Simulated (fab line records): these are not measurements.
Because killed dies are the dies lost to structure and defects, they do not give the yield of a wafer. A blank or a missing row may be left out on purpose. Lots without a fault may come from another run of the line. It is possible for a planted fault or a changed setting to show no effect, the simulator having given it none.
Matching of chambers	flow n5 finfet	N5_BEOL_M4_ETCH_74 on rie diel-04: 3 sister chambers
The step etches underlayer in N2/H2, target depth 6.5 nm, time 5.2 s. 6 wafers are shown with their chamber, then 7 later ones without.

== EACH WAFER AND ITS CHAMBER ==
wafer	chamber	drypump motor current A (A)	throttle valve pct (%)
L079.1	2	5.9	18.04
L081.5	2	6.0	18.07
L088.5	0	5.4	17.67
L088.6	1	6.0	17.44
L087.1	1	6.0	17.43
L087.2	0	5.4	17.68

== WAFERS WITH NO CHAMBER GIVEN ==
wafer	drypump motor current A (A)	throttle valve pct (%)
L087.3	5.9	18.10
L094.1	6.0	17.45
L094.3	5.9	18.16
L094.4	5.4	17.67
L096.1	5.4	17.70
L096.3	6.0	17.48
L096.6	5.5	17.69

== THE CHAMBER EACH PASSED THROUGH ==
wafer	from the rows above	in truth
L087.3	2	2
L094.1	1	1
L094.3	2	2
L094.4	0	0
L096.1	0	0
L096.3	1	1
L096.6	0	0
7 of 7 placed correctly. Number that these rows cannot place: 0. 0 placed wrongly.
How it was worked out, from the rows above alone: a wafer's distance from a chamber is the root of the sum, over the readings, of the square of ((its reading less the chamber's mean) divided by the reading's scatter). If the next closest chamber is less than 2 further off than the closest, the wafer can't be placed; otherwise it belongs to the closest. The mean given for a chamber averages the wafers shown for that chamber. The scatter: take each reading less its chamber's mean, square it, sum over the shown wafers, divide by the number of wafers less the number of chambers, and take the root.
